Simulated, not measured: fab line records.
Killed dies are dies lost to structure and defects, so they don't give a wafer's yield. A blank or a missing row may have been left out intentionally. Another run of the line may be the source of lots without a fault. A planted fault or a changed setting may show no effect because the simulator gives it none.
Struck lot and sound lot, side by side | flow n5-finfet | 38 steps out of a route of 1938
Sound: the wafers L386.2, L386.3, L386.5. Struck: wafer L379.4 (left out: L379.2, L379.6 of the same lot, which were not struck); the cause appears at the end.
Per side, at each step with rows, come the tool, then ch with its chambers, and then its first start. Under that, the readings that differ: sound wafers | struck wafers | difference of the means | sigmas: that difference in standard deviations of wafers without a fault.
alike: readings whose means differ by less than 2 such deviations, and words and numbers that are the same on both sides. not compared: withheld readings, readings that some wafer has no value for, bounds like >300 that may hide the same value, and numbers for which the record gives no deviation and whose values overlap.
The two part at a step that has a row with sigmas, a row that says differs or no value, or rows on one side only. Non-overlapping numbers with no deviation appear without sigmas and do not part them. Lack of a reading on every wafer of one side parts them only where that side has two or more wafers.

first, 11 steps without rows for these wafers: N5_BEOL_M2_SPUTTER_92 (material Cu, target thk 4.5 nm, time 8.29 s); N5_BEOL_M2_ANNEAL_93 (time 240 s); N5_BEOL_M2_SPUTTER_94 (material Cu, target thk 4.5 nm, time 8.29 s); N5_BEOL_M2_ANNEAL_95 (time 240 s); N5_BEOL_M2_SPUTTER_96 (material Cu, target thk 4.5 nm, time 8.29 s); N5_BEOL_M2_ECD_50 (material Cu, target thk 300 nm); N5_BEOL_M2_ANNEAL_51 (time 90 s); N5_BEOL_M2_CMP_52 (polishes, stops on SiOC, t overpolish 6.8 s, target thk 40 nm); N5_BEOL_M2_PRE_CLEAN_60 (time 15 s); N5_BEOL_M2_CO_CAP_55 (material Co, precursor CCTBA/H2, target thk 2 nm, time 102.1 s); N5_BEOL_M2_PRE_CLEAN_56 (time 15 s).
N5_BEOL_M2_DEP_57: deposits SiCN from 3MS/NH3, target thk 8 nm, time 14 s.
  sound on pecvd-04 ch 1,2, day 10 13:15; struck on pecvd-03 ch 0, day 9 01:01
  reading                                  | sound             | struck | difference | sigmas
  showerhead-plenum-p-Torr (Torr)          | 3.673 3.652 3.672 | 3.632  | -0.034     | -2
  model.SiCN_of_BEOL_M2_DEP_57.thk-nm (nm) | 7.8 7.8 8         | 13     | +5         |
  alike: throttle-valve-pct
then, 22 steps without rows for these wafers: N5_BEOL_M3_ILD_DEP_00 (deposits SiOC from DEMS/O2, target thk 79 nm, time 15.3 s); N5_BEOL_M3_PECVD_72 (deposits SiO2 from TEOS/O2, target thk 16 nm, time 18 s); N5_BEOL_M3_HM_DEP_02 (deposits TiN, target thk 20 nm); N5_BEOL_M3_COAT_61 (time 60 s, resist thk 60 nm); N5_BEOL_M3_COAT_62 (time 60 s, resist thk 12 nm); N5_BEOL_M3_COAT_73 (time 60 s, resist thk 5 nm); N5_BEOL_M3_COAT_05 (resist thk 30 nm); N5_BEOL_M3_EBR_07; N5_BEOL_M3_SOFTBAKE_06 (time 60 s); N5_BEOL_M3_EXPOSE_08 (exposes mask M3); N5_BEOL_M3_PEB_09 (peb time 60 s); N5_BEOL_M3_DEVELOP_10 (develop time 30 s); N5_BEOL_M3_DESCUM_16 (chemistry O2, time 7 s); N5_BEOL_M3_ETCH_74 (etches underlayer in N2/H2, target depth 6.5 nm, time 5.2 s); N5_BEOL_M3_ETCH_63 (etches SiARC in CF4, target depth 15.6 nm, time 26 s); N5_BEOL_M3_ETCH_64 (etches SOC in N2/H2, target depth 75 nm, overetch 15 nm, time 112.5 s); N5_BEOL_M3_STRIP_65 (strips in N2/H2); N5_BEOL_M3_STRIP_75 (strips in N2/H2); N5_BEOL_M3_STRIP_66 (strips in CF4); N5_BEOL_M3_HM_OPEN_17 (chemistry Cl2/BCl3, target TiN, target depth 20 nm, overetch 6 nm); N5_BEOL_M3_STRIP_19 (strips in O2); N5_BEOL_M3_COAT_67 (time 60 s, resist thk 60 nm).
N5_BEOL_M3_CMP_52: polishes, stops on SiOC, t overpolish 6.8 s, target thk 40 nm.
  sound on cmp-04 ch 0,2,3, day 12 17:50; struck on cmp-02 ch 1, day 9 08:47
  reading                                | sound        | struck | difference | sigmas
  model.Cu_of_BEOL_M3_ECD_50.thk-nm (nm) | 39 36.6 39.4 | 44.8   | +6.5       |
  alike: barrier-field-endpoint-s, motor-current-A, overpolish-run-s, time-to-endpoint-s
N5_BEOL_M3_THK_MEAS_53: measures by xrf.
  sound on film-metro-01 at day 12 18:08; struck on film-metro-01 at day 9 09:02
  reading     | sound          | struck | difference | sigmas
  M3_THK (nm) | 38.6 36.3 39.2 | 43.6   | +5.6       | +4
N5_BEOL_M3_RS_MEAS_58: measurement is done with a four-point probe.
  sound on film-metro-01 at day 12 18:23; struck on film-metro-02 at day 9 09:18
  reading        | sound             | struck | difference | sigmas
  M3_RS (ohm/sq) | 0.690 0.748 0.679 | 0.578  | -0.128     | -5
N5_BEOL_M4_RC_MEAS_101:
  sound on prober-01 ch 0, day 13 17:13; struck on prober-02 ch 0, day 10 10:40
  reading        | sound             | struck | difference | sigmas
  DIBL_N (mV/V)  | 35.7 36.3 36.1    | 39.1   | +3.1       | +2
  IOFF_P (nA/um) | 0.191 0.209 0.202 | 0.270  | +0.069     | +2
  ION_N (uA/um)  | 667 673 665       | 704    | +36        | +4
  ION_P (uA/um)  | 450 454 452       | 481    | +29        | +5
  alike: DIBL_P, IOFF_N, SS_N, SS_P, VT_N, VT_P

## WHERE THEY PART
First at N5_BEOL_M2_DEP_57; last, within this record, at N5_BEOL_M4_RC_MEAS_101.

WHY: whatever the simulator had introduced
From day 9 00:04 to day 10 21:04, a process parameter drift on pecvd-03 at N5_BEOL_M2_DEP_57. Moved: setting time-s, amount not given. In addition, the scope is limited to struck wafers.
